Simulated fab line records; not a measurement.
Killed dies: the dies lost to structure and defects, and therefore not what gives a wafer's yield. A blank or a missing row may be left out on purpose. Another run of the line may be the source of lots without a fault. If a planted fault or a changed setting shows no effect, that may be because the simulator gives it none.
Comparing a struck lot with a sound one | flow n5 finfet | 38 out of 1938 route steps
Sound: the wafers L665.1, L665.2, L665.4. Struck: wafers L664.1, L664.4 (left out: L664.2, a lot-mate that was not struck); the cause follows at the end.
Per side, at each step with rows, come the tool, then ch with its chambers, and then its first start. Under that, the readings that differ: sound wafers | struck wafers | difference of the means | sigmas: that difference in standard deviations of wafers without a fault.
alike: readings with means less than 2 such deviations apart, plus words and numbers identical on both sides. not compared: withheld readings, readings lacking a value on some wafer, bounds such as >300 that could conceal the same value, and numbers that have no deviation in the record and whose values overlap.
The two part at a step that has a row with sigmas, a row that says differs or no value, or rows on one side only. Numbers that don't overlap but have no deviation are shown without sigmas and don't part them. A reading that every wafer of one side lacks parts them only if that side has two wafers or more.

first, 12 steps without rows for these wafers: N5_SD_EPI_P_STRIP_38 (strips in N2/H2); N5_SD_EPI_P_ETCHBACK_46 (etches SiNx in CH3F/O2, stops on SiO2, target depth 17.5 nm); N5_SD_EPI_P_ETCH_47 (etches SiOCN in CH3F/O2, target depth 25 nm); N5_SD_EPI_P_ETCH_16 (etches SiO2 in CHF3/O2, target depth 5 nm); N5_SD_EPI_P_STRIP_50 (strips in CHF3/O2); N5_SD_EPI_P_SD_RECESS_17 (chemistry HBr/Cl2/O2, target depth 39.1 nm, bt time 3 s); N5_SD_EPI_P_WET_ETCH_45 (etches SiO2 in dHF, time 10.7 s, target depth 2 nm, rinse time 30 s); N5_SD_EPI_P_STRIP_40 (strips in N2/H2); N5_SD_EPI_P_PRECLEAN_52 (cleans in O3/DIW, time 60 s); N5_SD_EPI_P_SRD_20 (time 30 s); N5_SD_EPI_P_PRECLEAN_51 (cleans in NF3:NH3, afs cycles 1, time 20 s, sublimation time 60 s); N5_SD_EPI_P_VAPOR_ETCH_44 (etches SiGe30 in NF3/Ar, time 3.3 s).
N5_SD_EPI_P_EPI_21: deposits SiGe:B, time 355 s.
  sound on epi rpcvd-03 ch 0, day 8 12:52; struck on epi rpcvd-01 ch 0, day 8 09:17
  reading                                     | sound          | struck        | difference | sigmas
  epi growth time s (s)                       | 355 355 355    | 259.55 259.55 | -95.45     |
  model.SiGe-B_of_SD_EPI_P_EPI_21.thk nm (nm) | 60.4 60.4 60.6 | 48.8 48.8     | -11.7      |
N5_SD_EPI_P_EPI_MEAS_23:
  sound: film metro-02 at day 8 15:47; struck: film metro-01 at day 8 12:12
  reading     | sound          | struck    | difference | sigmas
  thk nm (nm) | 60.7 60.1 61.8 | 49.7 49.7 | -11.2      | -9
then, 8 steps without rows for these wafers: N5_SD_EPI_P_HM_STRIP_48 (strips SiNx in H3PO4, material SiNx, target depth 3 nm); N5_SD_EPI_P_SRD_49 (time 30 s); N5_SD_EPI_P_PRECLEAN_24 (cleans in O3/DIW, time 45 s); N5_SD_EPI_P_PRECLEAN_32 (cleans in dHF, time 10 s); N5_SD_EPI_P_PRECLEAN_33 (cleans in SC2, time 45 s); N5_SD_EPI_P_SRD_25 (time 30 s); N5_SD_ACTIVATION_RTA_00 (time 0 s); N5_SD_ACTIVATION_LSA_01 (time 0.0008 s).
N5_SD_ACTIVATION_RS_MEAS_03: a four-point-probe measurement.
  sound: film metro-02 at day 8 16:23; struck: film metro-01 at day 8 12:48
  reading          | sound          | struck    | difference | sigmas
  RS_SD_P (ohm/sq) | 57.2 56.5 56.9 | 72.1 71.9 | +15.1      | +17
  alike: RS_SD_N
then, 12 steps without rows for these wafers: N5_ILD0_LINER_00 (material SiNx, target thk 4 nm, pulse time 1 s, purge time 2 s); N5_ILD0_FCVD_FILL_01 (material SiO2 flowable, target thk 200 nm, time 328.3 s); N5_ILD0_CURE_02 (time 1800 s); N5_ILD0_CMP_03 (polishes, stops on SiNx, t overpolish 1.9 s, target thk 197.38 nm); N5_ILD0_CMP_07 (polishes SiO2 flowable, stops on poly-Si, t overpolish 1.18 s, target thk 138.88 nm); N5_ILD0_PRECLEAN_10 (cleans in NF3:NH3, afs cycles 5, time 20 s, sublimation time 60 s); N5_ILD0_ALD_15 (deposits SiNx, target thk 24 nm, pulse time 1 s, ald cycles 480); N5_ILD0_CMP_12 (polishes SiNx, stops on poly-Si, t overpolish 6 s, target thk 17.67 nm); N5_SDB_HM_DEP_00 (deposits SiNx from SiH4/NH3/N2, target thk 40 nm, time 35.3 s); N5_SDB_COAT_03 (time 60 s, resist thk 100 nm); N5_SDB_COAT_04 (time 60 s, resist thk 18 nm); N5_SDB_COAT_05 (resist thk 90 nm).
N5_MOL_CONTACT_COAG_ETCH_110: etches Si in CF4/O2, target depth 2.5 nm, time 8 s.
  sound on rie diel-03 ch 0,2,3, day 9 23:02; struck on rie diel-06 ch 0,3, day 9 21:47
  reading                                     | sound          | struck    | difference | sigmas
  model.SiGe-B_of_SD_EPI_P_EPI_21.thk nm (nm) | 57.4 57.4 57.6 | 46.4 46.4 | -11.1      |
  alike: drypump motor current A, oes product au, rf vpp V, showerhead plenum p Torr, throttle valve pct
  not compared: rf hours counter h
-- the record jumps here: 3 days lie between the struck wafers' starts before and after (it left off in module MOL_CONTACT_COAG and takes up again in module BEOL_M4, whose first step shown is number 1111 of the route) --
N5_BEOL_M4_RC_MEAS_101:
  sound on prober-01 ch 0, day 13 14:28; struck on prober-02 ch 0, day 13 06:28
  reading          | sound           | struck      | difference | sigmas
  IOFF_P (nA/um)   | 0.25 0.25 0.26  | 0.15 0.15   | -0.10      | -3
  ION_P (uA/um)    | 473 472 473     | 434 443     | -34        | -4
  REXT_P (ohm.um)  | 98.5 100.5 99.5 | 107.3 108.1 | +8.2       | +3
  RS_SD_P (ohm/sq) | 66.5 66.7 66.7  | 85.2 84.4   | +18.2      | +18
  VT_P (mV)        | -244 -245 -245  | -259 -259   | -14        | -4
  VT_P_LVT (mV)    | -93 -94 -93     | -110 -109   | -16        | -5
  alike: DIBL_N, DIBL_P, IOFF_N, ION_N, SS_N, SS_P, VT_N
-- a jump in the record: the struck wafers' starts before and after are 4 days apart (it breaks off in module BEOL_M4 and resumes in module PASSIVATION, where the first step shown is number 1936 of the route) --
N5_PASSIVATION_PROBE_49:
  sound: prober-01 at day 17 20:56; struck: prober-01 at day 17 14:16
  reading              | sound | struck | difference | sigmas
  sort_bin_8_speed (%) | 0 0 0 | 2.03 0 | +1.01      | +29
  alike: defect limited yield, killed_at_M0_to_M3, killed_at_M4_up, killed at contacts, killed at front end, killed at other, killed dies, killed open, killed short, sort_bin_5_function, sort_bin_6_memory, sort n pass, sort yield pct

== WHERE THEY PART ==
Earliest at N5_SD_EPI_P_EPI_MEAS_23; latest, in this record, at N5_PASSIVATION_PROBE_49.

WHY: what had been put in by the simulator
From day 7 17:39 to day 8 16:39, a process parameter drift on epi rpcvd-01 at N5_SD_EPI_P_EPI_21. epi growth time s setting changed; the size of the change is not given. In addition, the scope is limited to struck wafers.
